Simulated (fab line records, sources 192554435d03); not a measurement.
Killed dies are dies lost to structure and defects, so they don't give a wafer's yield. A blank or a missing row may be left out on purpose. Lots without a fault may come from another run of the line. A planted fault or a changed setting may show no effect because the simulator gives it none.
fab line records | flow n5_finfet
record lots=24 wafers=72 last_day=21
route steps=1938 shown BEOL_M10@1533 BEOL_M11@1550 BEOL_M12@1619 BEOL_M13@1669
lots that met no fault: from a run of the same line without faults
start_h: hours from the record's first day to the start of the lot's first wafer shown | wait_h: hours since the lot's step before | " the same as in the row above | L1.1+2: a row that stands for several wafers | - no value, or no start given | * or withheld: withheld | < > ~ a bound
route shown NAME@n: a module of which the file shows steps, and the number in the route of the first | usual: mean/standard deviation of fault-free wafers | same: alike in all rows | chamber/n: place in a boat | sites: the reading at each site | _std_site: their standard deviation | _edge_site: outer sites' mean less inner sites' | radius_mm: how far each site lies from the wafer's centre | mask NAME#n: copy n | behind: the tool/chamber that last shaped the wafer | hold: why the lot was held/for how many hours/how that ended | device: the transistor (n, p or np) that didn't switch | end of line: the same wafers' tests at the end of the route | a step without rows: its recipe alone | killed: dies lost to structure and defects at the first sort, not the wafer's yield | map: a wafer's dies, x killed, . not, _ none there
set.NAME: the setting as run; set.NAME@STEP: as run at that earlier step | model.NAME: the simulator's own value behind a step, which no gauge read
steps of the route over a sample of lots; a table a step, a row a wafer
services: from which hour (start_h, from the record's first day; less than 0 if before it) a tool's chamber was out of use, for how many hours, and why
## steps
# step N5_BEOL_M10_DEP_56
# recipe material=SiCN target_thk_a=150 temp_c=withheld precursor=3MS/NH3 pressure_torr=3 rf_w=202 time_s=26.5
# usual chamber_pressure_Torr=3.001/0.0062 showerhead_plenum_p_Torr=3.660/0.014 throttle_valve_pct=9.1/0.56
# same time_s=26.5
# columns lot.wafer tool chamber start_h wait_h chamber_pressure_Torr showerhead_plenum_p_Torr since_wet_clean_h throttle_valve_pct
L075.1 pecvd-01 1 288.46 0.0 2.996 3.677 1899 9.2
L075.3 " 0 " " 3.004 3.634 1174 9.5
L075.6 " 1 " " 3.005 3.677 - 9.5
L074.3 pecvd-04 1 292.95 0.0 3.009 3.673 2084 10.1
L074.4 " 0 " " 3.012 3.664 - 8.8
L074.6 " 1 " " 3.003 3.669 - 10.2
L076.1 pecvd-02 0 302.31 0.0 2.998 3.665 1006 9.0
L076.4 " 0 " " 3.002 3.653 - 8.9
L076.6 " 1 " " 2.993 3.674 - 9.4
L077.3 pecvd-04 0 308.21 0.0 2.997 3.672 1375 8.9
L077.5 " 1 " " 3.001 3.667 - 10.2
L077.6 " 2 " " 2.996 3.652 - 8.5
L080.2 pecvd-02 1 318.47 0.0 2.993 3.665 1747 9.2
L080.3 " 2 " " 2.994 3.669 268 7.9
L080.5 " 0 " " 3.000 3.654 - 9.1
L081.1 pecvd-01 1 325.03 0.0 3.000 3.670 1935 9.4
L081.2 " 2 " " 3.004 3.640 456 8.7
L081.5 " 1 " " 2.993 3.683 - 9.3
L079.2 pecvd-02 2 331.83 0.0 3.007 3.651 282 8.1
L079.3 " 0 " " 3.000 3.646 1036 9.1
L079.4 " 2 " " 2.995 3.652 - 8.1
L082.2 pecvd-02 1 336.52 0.0 3.004 3.675 1765 9.1
L082.5 " 0 " " 3.002 3.659 - 9.2
L082.6 " 2 " " 2.999 3.662 - 8.0
L083.2 pecvd-02 1 337.84 0.0 3.004 3.675 1767 9.4
L083.3 " 0 " " 3.008 3.653 1042 8.8
L083.4 " 1 " " 3.010 3.678 - 9.3
L078.2 pecvd-02 2 341.05 0.0 2.988 3.661 291 8.4
L078.4 " 2 " " 2.997 3.653 - 8.0
L078.6 " 0 " " 3.005 3.645 - 8.8
L085.1 pecvd-01 0 353.51 0.0 2.996 3.640 1239 10.0
L085.2 " 1 " " 2.999 3.678 1964 9.4
L085.3 " 2 " " 2.997 3.640 485 8.7
L086.3 pecvd-04 1 355.37 0.0 2.992 3.681 2147 10.2
L086.4 " 2 " " 3.004 3.658 - 8.6
L086.5 " 0 " " 2.994 3.661 - 9.0
L084.2 pecvd-04 2 366.41 0.0 2.999 3.665 674 8.5
L084.4 " 2 " " 2.999 3.659 - 8.5
L084.5 " 1 " " 3.003 3.675 - 10.3
L088.3 pecvd-01 2 371.57 0.0 3.005 3.634 503 8.7
L088.5 " 0 " " 3.002 3.642 - 9.7
L088.6 " 2 " " 2.995 3.632 - 8.6
L089.2 pecvd-04 1 372.25 0.0 3.003 3.667 2164 10.3
L089.4 " 0 " " 2.996 3.661 - 8.9
L089.6 " 1 " " 3.015 3.672 - 10.2
L087.2 pecvd-02 1 381.64 0.0 3.003 3.675 1811 9.5
L087.3 " 0 " " 3.000 3.661 - 9.0
L087.5 " 0 " " 2.996 3.657 - 8.9
L091.1 pecvd-02 0 381.94 0.0 3.012 3.664 1086 9.0
L091.2 " 1 " " 3.015 3.673 1811 9.4
L091.4 " 0 " " 3.011 3.640 - 8.8
L090.2 pecvd-04 0 403.78 0.0 2.999 3.654 1470 8.8
L090.4 " 0 " " 3.002 3.663 - 8.6
L090.5 " 2 " " 3.008 3.667 - 8.7
L093.1 pecvd-01 2 408.74 0.0 2.995 3.643 540 8.7
L093.5 " 0 " " 3.013 3.644 - 9.6
L093.6 " 1 " " 2.997 3.672 - 9.0
L094.2 pecvd-02 2 411.52 0.0 3.018 3.652 22 8.3
L094.3 " 0 " " 3.005 3.653 1115 9.2
L094.4 " 1 " " 3.001 3.676 - 9.4
L092.1 pecvd-01 0 416.33 0.0 2.996 3.642 1301 9.8
L092.4 " 1 " " 2.994 3.681 - 9.3
L092.6 " 0 " " 2.997 3.651 - 9.8
L097.1 pecvd-01 0 428.46 0.0 2.997 3.643 1314 9.7
L097.2 " 1 " " 2.992 3.678 2039 9.2
L097.4 " 0 " " 2.993 3.638 - 9.5
L096.2 pecvd-01 2 429.51 0.0 2.996 3.655 561 8.5
L096.3 " 0 " " 3.013 3.642 1315 9.6
L096.4 " 2 " " 2.993 3.635 - 8.4
L095.2 pecvd-04 2 461.29 0.0 3.002 3.657 769 8.7
L095.3 " 1 " " 2.998 3.666 22 8.5
L095.5 " 1 " " 3.008 3.669 - 8.3
# step N5_BEOL_M11_OVL_MEAS_12
# recipe points_per_wafer=44
# usual M11_OVL=0.2/0.78
# columns lot.wafer tool chamber start_h wait_h M11_OVL[nm]
L075.1 overlay-01 0 289.79 0.0 0.6
L075.3 " 0 " " 0.0
L075.6 " 0 " " 0.2
L074.3 overlay-01 0 295.23 0.0 0.0
L074.4 " 0 " " 0.7
L074.6 " 0 " " 0.3
L076.1 overlay-01 0 304.24 0.0 1.0
L076.4 " 0 " " 1.7
L076.6 " 0 " " 0.4
L077.3 overlay-01 0 311.59 0.0 -0.3
L077.5 " 0 " " 1.0
L077.6 " 0 " " -0.2
L080.2 overlay-01 0 323.15 0.0 -0.6
L080.3 " 0 " " 0.3
L080.5 " 0 " " 0.1
L081.1 overlay-01 0 326.95 0.0 0.2
L081.2 " 0 " " 0.7
L081.5 " 0 " " 1.3
L079.2 overlay-01 0 335.15 0.0 0.2
L079.3 " 0 " " -0.4
L079.4 " 0 " " 1.3
L082.2 overlay-01 0 338.72 0.0 0.5
L082.5 " 0 " " -0.8
L082.6 " 0 " " 0.0
L083.2 overlay-01 0 339.46 0.0 -0.4
L083.3 " 0 " " -0.1
L083.4 " 0 " " 0.4
L078.2 overlay-01 0 342.73 0.0 0.2
L078.4 " 0 " " 0.3
L078.6 " 0 " " 0.5
L085.1 overlay-01 0 355.08 0.0 1.3
L085.2 " 0 " " 1.1
L085.3 " 0 " " 2.0
L086.3 overlay-01 0 357.52 0.0 0.2
L086.4 " 0 " " 0.2
L086.5 " 0 " " -0.2
L084.2 overlay-01 0 367.64 0.0 0.2
L084.4 " 0 " " 0.3
L084.5 " 0 " " 1.3
L088.3 overlay-01 0 376.23 0.0 -0.3
L088.5 " 0 " " -0.5
L088.6 " 0 " " -0.6
L089.2 overlay-01 0 376.26 0.0 -1.0
L089.4 " 0 " " 0.0
L089.6 " 0 " " -0.8
L087.2 overlay-01 0 386.32 0.0 0.3
L087.3 " 0 " " 0.0
L087.5 " 0 " " 2.3
L091.1 overlay-01 0 386.48 0.0 -1.1
L091.2 " 0 " " -0.8
L091.4 " 0 " " 0.8
L090.2 overlay-01 0 405.60 0.1 0.2
L090.4 " 0 " " 0.0
L090.5 " 0 " " 0.1
L093.1 overlay-01 0 410.90 0.0 0.3
L093.5 " 0 " " -0.6
L093.6 " 0 " " -0.8
L094.2 overlay-01 0 413.89 0.0 0.6
L094.3 " 0 " " 1.2
L094.4 " 0 " " 1.3
L092.1 overlay-01 0 419.93 0.0 0.8
L092.4 " 0 " " -0.3
L092.6 " 0 " " -0.9
L097.1 overlay-02 0 429.81 0.0 0.1
L097.2 " 0 " " -0.1
L097.4 " 0 " " 1.4
L096.2 overlay-01 0 430.88 0.0 1.4
L096.3 " 0 " " 1.2
L096.4 " 0 " " 0.4
L095.2 overlay-02 0 463.40 0.0 -0.6
L095.3 " 0 " " 0.5
L095.5 " 0 " " 0.2
# step N5_BEOL_M11_CURE_72
# recipe temp_c=370 time_s=120 ambient=DMADMS/He material=SiCOH_lowk
# usual lamp_power_pct=52.31/0.051 wafer_temp_C_max=372.1/0.76
# same time_s=120
# columns lot.wafer tool chamber start_h wait_h lamp_power_pct wafer_temp_C_max
L075.1 uv_cure-01 2 291.97 0.0 52.25 373.8
L075.3 " 2 " " 52.45 373.4
L075.6 " 2 " " 52.41 373.0
L074.3 uv_cure-01 2 299.54 0.4 52.30 372.9
L074.4 " 2 " " 52.38 373.6
L074.6 " 2 " " 52.31 373.2
L076.1 uv_cure-01 2 306.25 0.0 52.35 373.5
L076.4 " 2 " " 52.35 373.2
L076.6 " 2 " " 52.27 372.4
L077.3 uv_cure-01 0 314.56 0.1 52.28 372.1
L077.5 " 0 " " 52.45 371.8
L077.6 " 0 " " 52.31 371.8
L080.2 uv_cure-03 0 326.21 0.1 52.21 371.6
L080.3 " 0 " " 52.36 371.8
L080.5 " 0 " " 52.32 371.3
L081.1 uv_cure-01 0 329.37 0.3 52.25 371.0
L081.2 " 0 " " 52.39 372.7
L081.5 " 0 " " 52.28 371.6
L079.2 uv_cure-03 1 337.56 0.1 52.34 372.1
L079.3 " 1 " " 52.23 372.1
L079.4 " 1 " " 52.33 372.0
L083.2 uv_cure-01 0 342.15 0.1 52.37 371.8
L083.3 " 0 " " 52.28 373.0
L083.4 " 0 " " 52.32 371.9
L082.2 uv_cure-01 1 342.45 0.3 52.30 372.9
L082.5 " 1 " " 52.32 372.5
L082.6 " 1 " " 52.26 372.6
L078.2 uv_cure-01 0 346.32 0.1 52.25 372.1
L078.4 " 0 " " 52.20 372.0
L078.6 " 0 " " 52.29 371.6
L085.1 uv_cure-02 2 357.10 0.0 52.28 371.7
L085.2 " 2 " " 52.39 371.2
L085.3 " 2 " " 52.28 371.7
L086.3 uv_cure-02 1 363.77 0.1 52.32 372.8
L086.4 " 1 " " 52.27 371.5
L086.5 " 1 " " 52.38 372.4
L084.2 uv_cure-02 0 371.10 0.1 52.27 371.6
L084.4 " 0 " " 52.31 371.4
L084.5 " 0 " " 52.32 371.2
L089.2 uv_cure-03 2 378.95 0.1 52.33 371.6
L089.4 " 2 " " 52.32 371.0
L089.6 " 2 " " 52.26 371.6
L088.3 uv_cure-03 0 379.60 0.3 52.37 371.4
L088.5 " 0 " " 52.22 371.2
L088.6 " 0 " " 52.33 371.7
L087.2 uv_cure-01 2 387.96 0.1 52.35 374.0
L087.3 " 2 " " 52.39 374.5
L087.5 " 2 " " 52.19 373.7
L091.1 uv_cure-03 1 390.68 0.0 52.31 371.2
L091.2 " 1 " " 52.34 371.6
L091.4 " 1 " " 52.25 371.4
L090.2 uv_cure-03 1 408.18 0.2 52.26 372.0
L090.4 " 1 " " 52.30 371.5
L090.5 " 1 " " 52.29 371.5
L093.1 uv_cure-01 0 415.24 0.0 52.38 372.9
L093.5 " 0 " " 52.35 372.3
L093.6 " 0 " " 52.35 372.4
L094.2 uv_cure-03 0 419.63 0.4 52.30 371.4
L094.3 " 0 " " 52.23 372.4
L094.4 " 0 " " 52.23 371.9
L092.1 uv_cure-02 1 423.06 0.0 52.34 372.0
L092.4 " 1 " " 52.34 371.9
L092.6 " 1 " " 52.31 371.8
L097.1 uv_cure-02 0 432.90 0.2 52.28 371.2
L097.2 " 0 " " 52.35 371.0
L097.4 " 0 " " 52.34 371.6
L096.2 uv_cure-03 1 433.58 0.1 52.22 372.1
L096.3 " 1 " " 52.38 373.1
L096.4 " 1 " " 52.28 372.4
L095.2 uv_cure-03 1 466.86 0.2 52.27 372.0
L095.3 " 1 " " 52.36 371.9
L095.5 " 1 " " 52.33 372.4
# step N5_BEOL_M12_STRIP_64
# recipe chemistry=N2/H2 power_w=1000 temp_c=250 h2_frac=0.65 overash_fraction=0.3 pressure_mtorr=withheld n2_flow_sccm=1750 h2_flow_sccm=3250
# usual drypump_motor_current_A=5.61/0.2 heater_power_w=318/33 oes_product_au=0.714/0.0043 strip_time_to_endpoint_s=31.32/0.083
# same overash_fraction=0.3
# columns lot.wafer tool chamber start_h wait_h drypump_motor_current_A heater_power_w oes_product_au rf_hours_counter_h strip_time_to_endpoint_s
L075.1 plasma_asher-02 1 294.92 0.0 5.85 307 0.716 75 31.43
L075.3 " 1 " " 5.84 311 0.712 - 31.38
L075.6 " 1 " " 5.83 311 0.706 - 31.44
L074.3 plasma_asher-01 1 303.54 0.0 5.55 385 0.715 - 31.35
L074.4 " 0 " " 5.31 287 0.718 - 31.27
L074.6 " 0 " " 5.30 286 0.718 - 31.22
L076.1 plasma_asher-01 0 310.85 0.0 5.28 280 0.719 143 31.28
L076.4 " 0 " " 5.28 280 0.711 - 31.17
L076.6 " 0 " " 5.29 274 0.706 - 31.25
L077.3 plasma_asher-02 0 317.40 0.0 5.66 319 0.708 - 31.44
L077.5 " 1 " " 5.83 312 0.707 - 31.43
L077.6 " 0 " " 5.67 312 0.718 - 31.41
L080.2 plasma_asher-02 1 329.82 0.0 5.84 313 0.715 82 31.13
L080.3 " 1 " " 5.84 307 0.718 - 31.06
L080.5 " 1 " " 5.82 310 0.719 - 31.23
L081.1 plasma_asher-01 0 332.87 0.0 5.28 277 0.711 147 31.26
L081.2 " 1 " " 5.54 381 0.715 147 31.32
L081.5 " 0 " " 5.34 276 0.715 - 31.26
L079.2 plasma_asher-02 1 343.49 0.0 5.85 304 0.717 85 31.17
L079.3 " 1 " " 5.82 316 0.714 - 31.17
L079.4 " 0 " " 5.67 318 0.712 - 31.24
L083.2 plasma_asher-02 0 345.99 0.0 5.64 307 0.714 85 31.38
L083.3 " 0 " " 5.65 306 0.704 - 31.34
L083.4 " 1 " " 5.84 309 0.714 - 31.28
L082.2 plasma_asher-02 0 347.65 0.0 5.65 313 0.720 86 31.37
L082.5 " 1 " " 5.84 310 0.720 - 31.36
L082.6 " 0 " " 5.66 310 0.704 - 31.37
L078.2 plasma_asher-02 0 349.67 0.0 5.65 310 0.716 87 31.29
L078.4 " 1 " " 5.85 307 0.718 - 31.23
L078.6 " 0 " " 5.66 315 0.713 - 31.30
L085.1 plasma_asher-01 1 360.22 0.0 5.54 374 0.718 153 31.39
L085.2 " 0 " " 5.30 273 0.712 153 31.37
L085.3 " 1 " " 5.54 370 0.709 - 31.39
L086.3 plasma_asher-01 1 367.38 0.0 5.52 388 0.718 - 31.42
L086.4 " 0 " " 5.25 277 0.710 - 31.35
L086.5 " 0 " " 5.29 276 0.728 - 31.36
L084.2 plasma_asher-01 0 376.60 0.0 5.29 284 0.720 157 31.37
L084.4 " 1 " " 5.53 368 0.715 - 31.36
L084.5 " 0 " " 5.31 281 0.714 - 31.39
L089.2 plasma_asher-01 0 382.75 0.0 5.26 277 0.723 160 31.30
L089.4 " 0 " " 5.30 272 0.712 - 31.22
L089.6 " 0 " " 5.28 275 0.712 - 31.28
L088.3 plasma_asher-01 1 383.52 0.0 5.54 380 0.706 - 31.28
L088.5 " 0 " " 5.25 280 0.719 - 31.20
L088.6 " 1 " " 5.54 372 0.714 - 31.17
L087.2 plasma_asher-02 0 392.69 0.0 5.65 318 0.710 92 31.33
L087.3 " 1 " " 5.84 306 0.712 - 31.35
L087.5 " 0 " " 5.65 317 0.716 - 31.39
L091.1 plasma_asher-02 1 394.09 0.0 5.84 319 0.716 92 31.32
L091.2 " 0 " " 5.65 309 0.723 92 31.31
L091.4 " 1 " " 5.86 306 0.719 - 31.28
L090.2 plasma_asher-02 0 412.10 0.0 5.62 310 0.713 94 31.28
L090.4 " 1 " " 5.85 305 0.709 - 31.30
L090.5 " 1 " " 5.84 314 0.719 - 31.27
L093.1 plasma_asher-02 1 418.92 0.0 5.84 313 0.716 96 31.37
L093.5 " 1 " " 5.83 317 0.713 - 31.40
L093.6 " 0 " " 5.66 316 0.713 - 31.33
L094.2 plasma_asher-01 0 423.76 0.0 5.31 284 0.710 169 31.24
L094.3 " 0 " " 5.27 270 0.706 - 31.30
L094.4 " 1 " " 5.53 376 0.717 - 31.25
L092.1 plasma_asher-02 0 427.72 0.0 5.66 312 0.718 97 31.28
L092.4 " 1 " " 5.85 301 0.719 - 31.32
L092.6 " 1 " " 5.84 302 0.710 - 31.15
L097.1 plasma_asher-02 1 437.41 0.0 5.85 314 0.722 99 31.34
L097.2 " 0 " " 5.67 309 0.711 99 31.23
L097.4 " 1 " " 5.84 313 0.713 - 31.27
L096.2 plasma_asher-02 1 438.69 0.0 5.83 305 0.716 100 31.39
L096.3 " 1 " " 5.85 310 0.718 - 31.45
L096.4 " 0 " " 5.64 319 0.712 - 31.39
L095.2 plasma_asher-01 0 471.43 0.0 5.27 283 0.710 179 31.42
L095.3 " 1 " " 5.54 366 0.706 - 31.45
L095.5 " 1 " " 5.52 372 0.712 - 31.42
# step N5_BEOL_M12_ETCH_67
# recipe chemistry=CF4 target=SiARC target_depth_a=1430 time_s=238.3 ion_energy_ev=80 pressure_mtorr=40 source_w=545 bias_w=36 Ar_flow_sccm=100 cf4_flow_sccm=100 ends=cleared
# usual drypump_motor_current_A=5.6/0.55 etch_rf_on_time_s=240/7.8 oes_product_au=0.68/0.073 rf_vpp_V=184.1/1.2 showerhead_plenum_p_Torr=2.14/0.057 throttle_valve_pct=15.42/0.18
# columns lot.wafer tool chamber start_h wait_h drypump_motor_current_A etch_rf_on_time_s oes_product_au rf_hours_counter_h rf_vpp_V showerhead_plenum_p_Torr throttle_valve_pct
L075.1 rie_diel-05 1 295.65 0.0 6.4 250 0.67 70 183.4 2.10 15.34
L075.3 " 0 " " 5.3 249 0.64 137 183.1 2.16 15.62
L075.6 " 0 " " 5.3 248 0.64 - 183.4 2.16 15.63
L074.3 rie_diel-04 1 304.30 0.0 6.4 237 0.70 76 185.7 2.16 15.64
L074.4 " 2 " " 4.9 257 0.59 - 183.5 2.13 15.30
L074.6 " 0 " " 5.7 238 0.80 - 182.0 2.12 15.21
L076.1 rie_diel-04 1 311.95 0.0 6.3 240 0.69 82 184.8 2.16 15.65
L076.4 " 0 " " 5.7 237 0.79 - 182.5 2.11 15.23
L076.6 " 2 " " 4.9 257 0.59 - 183.8 2.12 15.31
L077.3 rie_diel-04 1 318.21 0.0 6.3 235 0.70 85 184.0 2.16 15.65
L077.5 " 2 " " 4.9 253 0.59 - 183.6 2.12 15.32
L077.6 " 1 " " 6.4 236 0.69 - 183.6 2.16 15.64
L080.2 rie_diel-04 2 330.58 0.0 4.9 257 0.58 199 183.3 2.12 15.32
L080.3 " 3 " " 6.6 231 0.83 2 185.7 2.18 15.14
L080.5 " 3 " " 6.6 232 0.83 - 185.7 2.18 15.12
L081.1 rie_diel-01 3 333.91 0.0 5.6 238 0.67 116 184.0 2.07 15.38
L081.2 " 2 " " 5.2 232 0.76 28 185.7 2.28 15.17
L081.5 " 2 " " 5.2 233 0.76 - 184.9 2.28 15.18
L079.2 rie_diel-01 3 344.22 0.0 5.6 236 0.67 119 181.8 2.07 15.38
L079.3 " 2 " " 5.3 229 0.76 32 183.6 2.28 15.18
L079.4 " 1 " " 5.1 242 0.59 222 184.3 2.19 15.62
L083.2 rie_diel-01 3 347.78 0.0 5.6 236 0.67 121 182.7 2.07 15.38
L083.3 " 1 " " 5.1 241 0.59 224 185.7 2.19 15.61
L083.4 " 2 " " 5.3 230 0.76 - 185.2 2.28 15.18
L082.2 rie_diel-01 1 348.38 0.0 5.1 242 0.59 225 185.9 2.19 15.63
L082.5 " 1 " " 5.1 243 0.59 - 184.7 2.19 15.61
L082.6 " 3 " " 5.6 240 0.67 - 182.8 2.07 15.38
L078.2 rie_diel-04 1 350.27 0.0 6.4 240 0.68 96 185.7 2.16 15.67
L078.4 " 3 " " 6.6 231 0.80 10 185.1 2.18 15.15
L078.6 " 1 " " 6.3 238 0.68 - 183.4 2.16 15.66
L085.1 rie_diel-04 0 360.94 0.0 5.7 234 0.76 35 182.1 2.11 15.26
L085.2 " 3 " " 6.5 229 0.80 14 185.2 2.18 15.15
L085.3 " 2 " " 4.9 255 0.58 211 183.5 2.12 15.36
L086.3 rie_diel-05 2 367.95 0.0 5.4 236 0.61 201 183.7 2.14 15.47
L086.4 " 3 " " 5.3 246 0.71 79 184.1 2.09 15.47
L086.5 " 2 " " 5.4 235 0.61 - 185.7 2.14 15.47
L084.2 rie_diel-01 1 377.68 0.0 5.1 241 0.58 237 185.1 2.19 15.64
L084.4 " 0 " " 5.5 240 0.83 3 184.5 2.11 15.31
L084.5 " 3 " " 5.6 234 0.66 - 182.3 2.07 15.40
L089.2 rie_diel-04 3 383.35 0.0 6.5 232 0.77 23 184.8 2.18 15.17
L089.4 " 0 " " 5.8 235 0.75 44 182.3 2.11 15.29
L089.6 " 1 " " 6.4 238 0.67 - 182.9 2.15 15.69
L088.3 rie_diel-05 0 384.22 0.0 5.3 245 0.63 167 183.7 2.15 15.67
L088.5 " 1 " " 6.4 248 0.66 - 183.2 2.09 15.40
L088.6 " 0 " " 5.3 243 0.62 - 184.6 2.15 15.67
L087.2 rie_diel-01 3 393.43 0.0 5.6 233 0.66 140 183.8 2.07 15.41
L087.3 " 1 " " 5.1 242 0.58 242 185.4 2.19 15.65
L087.5 " 1 " " 5.1 245 0.58 - 183.1 2.19 15.66
L091.1 rie_diel-05 3 395.08 0.0 5.2 247 0.70 87 183.6 2.09 15.48
L091.2 " 2 " " 5.4 235 0.61 209 183.6 2.13 15.49
L091.4 " 0 " " 5.3 247 0.62 171 184.3 2.15 15.69
L090.2 rie_diel-04 1 412.84 0.0 6.4 240 0.67 117 184.5 2.15 15.72
L090.4 " 2 " " 4.9 256 0.58 224 184.4 2.11 15.37
L090.5 " 0 " " 5.7 234 0.74 - 181.2 2.10 15.30
L093.1 rie_diel-04 2 419.67 0.0 4.9 258 0.57 226 182.8 2.11 15.38
L093.5 " 1 " " 6.4 239 0.66 - 183.5 2.15 15.70
L093.6 " 2 " " 4.9 259 0.56 - 183.4 2.11 15.38
L094.2 rie_diel-04 2 424.36 0.0 4.9 255 0.57 228 183.9 2.11 15.39
L094.3 " 1 " " 6.4 237 0.67 121 184.0 2.15 15.71
L094.4 " 3 " " 6.6 232 0.75 37 185.1 2.17 15.21
L092.1 rie_diel-04 3 428.45 0.0 6.5 230 0.75 39 181.9 2.17 15.21
L092.4 " 1 " " 6.3 233 0.67 123 184.9 2.15 15.73
L092.6 " 3 " " 6.5 231 0.75 - 183.7 2.17 15.21
L097.1 rie_diel-01 0 438.13 0.0 5.5 242 0.77 28 183.7 2.11 15.36
L097.2 " 2 " " 5.2 234 0.71 72 185.8 2.27 15.27
L097.4 " 2 " " 5.2 231 0.72 - 184.6 2.27 15.26
L096.2 rie_diel-05 1 439.41 0.0 6.4 250 0.64 121 181.6 2.08 15.43
L096.3 " 2 " " 5.4 235 0.60 224 185.0 2.13 15.50
L096.4 " 3 " " 5.3 244 0.69 102 182.7 2.08 15.53
L095.2 rie_diel-01 2 472.15 0.0 5.2 230 0.70 84 187.2 2.26 15.29
L095.3 " 3 " " 5.7 237 0.64 170 182.4 2.06 15.48
L095.5 " 0 " " 5.5 245 0.75 - 184.5 2.10 15.37
# step N5_BEOL_M13_CD_MEAS_10
# recipe target_cd_nm=190 landing_energy_ev=500 detector=se_inlens polarity=opening
# usual cd_nm=189.1/1.5
# same landing_energy_ev=500
# columns lot.wafer tool chamber start_h wait_h cd_nm
L075.1 cd_sem-02 0 301.72 - 189.2
L075.3 " 0 " " 188.2
L075.6 " 0 " " 189.5
L074.3 cd_sem-03 0 307.49 - 189.5
L074.4 " 0 " " 192.0
L074.6 " 0 " " 191.3
L076.1 cd_sem-01 0 316.64 - 190.7
L076.4 " 0 " " 189.3
L076.6 " 0 " " 192.6
L077.3 cd_sem-02 0 324.94 - 189.0
L077.5 " 0 " " 191.6
L077.6 " 0 " " 190.0
L080.2 cd_sem-01 0 333.89 - 188.8
L080.3 " 0 " " 187.6
L080.5 " 0 " " 189.2
L081.1 cd_sem-01 0 339.89 - 190.3
L081.2 " 0 " " 188.7
L081.5 " 0 " " 188.3
L079.2 cd_sem-03 0 348.74 - 189.3
L079.3 " 0 " " 187.5
L079.4 " 0 " " 188.0
L083.2 cd_sem-01 0 351.92 - 189.4
L083.3 " 0 " " 187.4
L083.4 " 0 " " 188.4
L082.2 cd_sem-03 0 352.32 - 189.8
L082.5 " 0 " " 187.7
L082.6 " 0 " " 189.0
L078.2 cd_sem-01 0 353.00 - 188.5
L078.4 " 0 " " 188.0
L078.6 " 0 " " 190.3
L085.1 cd_sem-02 0 365.69 - 189.5
L085.2 " 0 " " 190.6
L085.3 " 0 " " 189.1
L086.3 cd_sem-01 0 370.90 - 190.6
L086.4 " 0 " " 188.5
L086.5 " 0 " " 188.5
L084.2 cd_sem-03 0 380.75 - 187.2
L084.4 " 0 " " 189.7
L084.5 " 0 " " 189.7
L089.2 cd_sem-03 0 389.14 - 189.4
L089.4 " 0 " " 188.4
L089.6 " 0 " " 189.4
L088.3 cd_sem-03 0 389.35 - 190.4
L088.5 " 0 " " 189.6
L088.6 " 0 " " 190.1
L087.2 cd_sem-03 0 398.75 - 184.6
L087.3 " 0 " " 187.6
L087.5 " 0 " " 185.8
L091.1 cd_sem-02 0 398.78 - 186.4
L091.2 " 0 " " 186.7
L091.4 " 0 " " 185.6
L090.2 cd_sem-02 0 416.19 - 190.3
L090.4 " 0 " " 187.8
L090.5 " 0 " " 187.8
L093.1 cd_sem-03 0 422.33 - 190.5
L093.5 " 0 " " 192.4
L093.6 " 0 " " 189.6
L094.2 cd_sem-02 0 428.03 - 190.4
L094.3 " 0 " " 188.7
L094.4 " 0 " " 190.4
L092.1 cd_sem-03 0 431.19 - 187.3
L092.4 " 0 " " 187.3
L092.6 " 0 " " 189.5
L097.1 cd_sem-02 0 441.45 - 189.1
L097.2 " 0 " " 189.5
L097.4 " 0 " " 188.2
L096.2 cd_sem-02 0 442.09 - 188.0
L096.3 " 0 " " 187.4
L096.4 " 0 " " 188.5
L095.2 cd_sem-02 0 479.34 - 186.3
L095.3 " 0 " " 185.6
L095.5 " 0 " " 189.2
## services
# columns tool chamber start_h hours kind
uv_cure-02 - 275.96 1.0 pm
pecvd-02 0 297.53 2.1 scheduled_down
rie_diel-04 3 304.27 - clean
rie_diel-04 3 304.27 - consumable_replace:focus_ring
rie_diel-04 3 304.27 19.4 scheduled_down
rie_diel-04 3 304.27 19.4 vent_cycle
plasma_asher-01 - 318.36 1.5 repair
uv_cure-01 - 347.44 2.0 repair
plasma_asher-01 - 347.50 3.3 repair
pecvd-02 2 359.96 - clean
pecvd-02 2 359.96 29.5 scheduled_down
rie_diel-04 2 364.60 12.6 repair
plasma_asher-02 - 368.23 15.7 repair
pecvd-04 0 377.57 5.4 repair
rie_diel-01 3 395.29 4.1 repair
pecvd-02 - 400.28 6.0 pm
uv_cure-02 - 412.22 7.5 pm
rie_diel-05 0 417.32 6.0 repair
uv_cure-02 - 433.65 2.2 repair
uv_cure-03 - 434.07 1.0 pm
uv_cure-03 - 445.83 1.4 repair
rie_diel-04 1 448.62 4.0 repair
uv_cure-01 - 462.19 6.6 repair
rie_diel-04 0 463.17 18.9 repair
## key
fault none
